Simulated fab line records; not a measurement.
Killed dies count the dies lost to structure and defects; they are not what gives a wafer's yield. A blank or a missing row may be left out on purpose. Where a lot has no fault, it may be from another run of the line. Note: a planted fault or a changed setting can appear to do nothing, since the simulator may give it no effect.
Which tool is to blame? || flow n5 finfet || 11 lots, 33 wafers sampled, at 3 steps of a route of 1938

## WHAT THE GAUGES READ, wafer by wafer
N5_BEOL_M11_RS_MEAS_57: uses a four-point probe to measure. Usual: M11_RS typically reads 0.1513 ohm/sq, with standard deviation 0.0023.
{"lot": "L891", "measured": "day 12 00:06", "on": "film metro-02", "M11_RS (ohm/sq)": "0.1511 0.1513 0.1508", "flag": ""}
{"lot": "L890", "measured": "day 12 00:20", "on": "film metro-01", "M11_RS (ohm/sq)": "0.1526 0.1532 0.1550", "flag": ""}
{"lot": "L894", "measured": "day 13 00:16", "on": "film metro-01", "M11_RS (ohm/sq)": "0.1505 0.1548 0.1503", "flag": ""}
{"lot": "L895", "measured": "day 13 04:19", "on": "film metro-02", "M11_RS (ohm/sq)": "0.1492 0.1517 0.1510", "flag": ""}
{"lot": "L896", "measured": "day 14 04:56", "on": "film metro-01", "M11_RS (ohm/sq)": "0.1518 0.1522 0.1539", "flag": ""}
{"lot": "L897", "measured": "day 16 04:03", "on": "film metro-01", "M11_RS (ohm/sq)": "0.1508 0.1511 0.1506", "flag": ""}
{"lot": "L902", "measured": "day 16 08:50", "on": "film metro-01", "M11_RS (ohm/sq)": "0.1531 0.1536 0.1538", "flag": ""}
{"lot": "L901", "measured": "day 16 11:04", "on": "film metro-01", "M11_RS (ohm/sq)": "0.1490 0.1538 0.1476", "flag": ""}
{"lot": "L904", "measured": "day 16 15:47", "on": "film metro-01", "M11_RS (ohm/sq)": "0.1514 0.1464 0.1576", "flag": ""}
{"lot": "L907", "measured": "day 17 11:08", "on": "film metro-01", "M11_RS (ohm/sq)": "0.1521 0.1489 0.1524", "flag": ""}
{"lot": "L909", "measured": "day 18 06:41", "on": "film metro-01", "M11_RS (ohm/sq)": "0.1521 0.1526 0.1543", "flag": ""}

N5_BEOL_M12_CD_MEAS_17: target cd 140 nm. Usual: cd nm at 139.9 nm, with a standard deviation of 1.4.
{"lot": "L891", "measured": "day 12 01:20", "on": "cd sem-01", "cd nm (nm)": "138.9 139.3 141.7", "flag": ""}
{"lot": "L890", "measured": "day 12 01:45", "on": "cd sem-02", "cd nm (nm)": "139.6 140.2 139.4", "flag": ""}
{"lot": "L894", "measured": "day 13 01:23", "on": "cd sem-01", "cd nm (nm)": "139.9 139.4 140.5", "flag": ""}
{"lot": "L895", "measured": "day 13 05:32", "on": "cd sem-03", "cd nm (nm)": "141.1 141.1 140.3", "flag": ""}
{"lot": "L896", "measured": "day 14 06:08", "on": "cd sem-02", "cd nm (nm)": "140.7 141.3 140.7", "flag": ""}
{"lot": "L897", "measured": "day 16 05:08", "on": "cd sem-02", "cd nm (nm)": "140.8 140.4 139.0", "flag": ""}
{"lot": "L902", "measured": "day 16 09:56", "on": "cd sem-02", "cd nm (nm)": "138.8 137.2 137.6", "flag": ""}
{"lot": "L901", "measured": "day 16 12:09", "on": "cd sem-02", "cd nm (nm)": "139.3 138.6 140.8", "flag": ""}
{"lot": "L904", "measured": "day 16 17:00", "on": "cd sem-01", "cd nm (nm)": "140.4 137.7 140.2", "flag": ""}
{"lot": "L907", "measured": "day 17 12:16", "on": "cd sem-02", "cd nm (nm)": "137.8 138.8 140.4", "flag": ""}
{"lot": "L909", "measured": "day 18 07:56", "on": "cd sem-01", "cd nm (nm)": "138.3 141.2 139.3", "flag": ""}

## WHAT TOOL EACH LOT RAN ON (gives the tool, then ch and the chambers of the sampled wafers, and finally the start)
{"lot": "L891", "N5_BEOL_M12_STRIP_64": "plasma asher-01 ch 0,1, day 12 01:11"}
{"lot": "L890", "N5_BEOL_M12_STRIP_64": "plasma asher-02 ch 0,1, day 12 01:36"}
{"lot": "L894", "N5_BEOL_M12_STRIP_64": "plasma asher-02 ch 0,1, day 13 01:14"}
{"lot": "L895", "N5_BEOL_M12_STRIP_64": "plasma asher-02 ch 0,1, day 13 05:23"}
{"lot": "L896", "N5_BEOL_M12_STRIP_64": "plasma asher-01 ch 0,1, day 14 05:59"}
{"lot": "L897", "N5_BEOL_M12_STRIP_64": "plasma asher-02 ch 0,1, day 16 05:00"}
{"lot": "L902", "N5_BEOL_M12_STRIP_64": "plasma asher-01 ch 0,1, day 16 09:47"}
{"lot": "L901", "N5_BEOL_M12_STRIP_64": "plasma asher-01 ch 0,1, day 16 11:59"}
{"lot": "L904", "N5_BEOL_M12_STRIP_64": "plasma asher-02 ch 0,1, day 16 16:51"}
{"lot": "L907", "N5_BEOL_M12_STRIP_64": "plasma asher-02 ch 0,1, day 17 12:08"}
{"lot": "L909", "N5_BEOL_M12_STRIP_64": "plasma asher-02 ch 0,1, day 18 07:49"}
- N5_BEOL_M12_STRIP_64: strips in N2/H2.

## AS READ BY THE TOOLS THEMSELVES (means over the sampled wafers that have a number; for cases with no such wafer, the mark the record gives instead)
N5_BEOL_M12_STRIP_64. Usual: drypump motor current A 5.77 A, standard deviation 0.11; heater power w 339 W, standard deviation 24; n2 flow sccm 1749 sccm, standard deviation 5; oes product au 0.715 a.u., standard deviation 0.0045; strip time to endpoint s 31.32 s, standard deviation 0.071.
{"lot": "L891", "tool": "plasma asher-01", "drypump motor current A (A)": 5.72, "heater power w (W)": 349, "n2 flow sccm (sccm)": 1747, "oes product au (a.u.)": 0.718, "strip time to endpoint s (s)": 31.18, "flag": ""}
{"lot": "L890", "tool": "plasma asher-02", "drypump motor current A (A)": 5.87, "heater power w (W)": 336, "n2 flow sccm (sccm)": 1746, "oes product au (a.u.)": 0.716, "strip time to endpoint s (s)": 31.36, "flag": ""}
{"lot": "L894", "tool": "plasma asher-02", "drypump motor current A (A)": 5.82, "heater power w (W)": 316, "n2 flow sccm (sccm)": 1750, "oes product au (a.u.)": 0.715, "strip time to endpoint s (s)": 31.47, "flag": ""}
{"lot": "L895", "tool": "plasma asher-02", "drypump motor current A (A)": 5.88, "heater power w (W)": 334, "n2 flow sccm (sccm)": 1744, "oes product au (a.u.)": 0.715, "strip time to endpoint s (s)": 31.33, "flag": ""}
{"lot": "L896", "tool": "plasma asher-01", "drypump motor current A (A)": 5.70, "heater power w (W)": 360, "n2 flow sccm (sccm)": 1753, "oes product au (a.u.)": 0.716, "strip time to endpoint s (s)": 31.34, "flag": ""}
{"lot": "L897", "tool": "plasma asher-02", "drypump motor current A (A)": 5.79, "heater power w (W)": 319, "n2 flow sccm (sccm)": 1746, "oes product au (a.u.)": 0.713, "strip time to endpoint s (s)": 31.33, "flag": ""}
{"lot": "L902", "tool": "plasma asher-01", "drypump motor current A (A)": 5.70, "heater power w (W)": 351, "n2 flow sccm (sccm)": 1755, "oes product au (a.u.)": 0.712, "strip time to endpoint s (s)": 31.30, "flag": ""}
{"lot": "L901", "tool": "plasma asher-01", "drypump motor current A (A)": 5.69, "heater power w (W)": 354, "n2 flow sccm (sccm)": 1751, "oes product au (a.u.)": 0.714, "strip time to endpoint s (s)": 31.31, "flag": ""}
{"lot": "L904", "tool": "plasma asher-02", "drypump motor current A (A)": 5.80, "heater power w (W)": 321, "n2 flow sccm (sccm)": 1747, "oes product au (a.u.)": 0.714, "strip time to endpoint s (s)": 31.29, "flag": ""}
{"lot": "L907", "tool": "plasma asher-02", "drypump motor current A (A)": 5.80, "heater power w (W)": 318, "n2 flow sccm (sccm)": 1755, "oes product au (a.u.)": 0.714, "strip time to endpoint s (s)": 31.33, "flag": ""}
{"lot": "L909", "tool": "plasma asher-02", "drypump motor current A (A)": 5.85, "heater power w (W)": 336, "n2 flow sccm (sccm)": 1745, "oes product au (a.u.)": 0.713, "strip time to endpoint s (s)": 31.27, "flag": ""}

## THE ANSWER, worked out from the rows above alone
Rule: lot off if the mean of its wafers having a number is beyond 3 standard deviations from the usual mean. Also off: a lot with no number at a reading for which 4 or more lots have one. Any other lot the step has rows for is counted as sound. After the gauges, taken in route order, come the tools' own readings; for these a lot's mean is taken, as printed above. The first step at which some lot is off is used, and at that step the reading that is off furthest; a lot without a number counts as furthest.
No lot is off at any reading shown: from this, nothing can be told.

## WHAT THE SIMULATOR PUT IN
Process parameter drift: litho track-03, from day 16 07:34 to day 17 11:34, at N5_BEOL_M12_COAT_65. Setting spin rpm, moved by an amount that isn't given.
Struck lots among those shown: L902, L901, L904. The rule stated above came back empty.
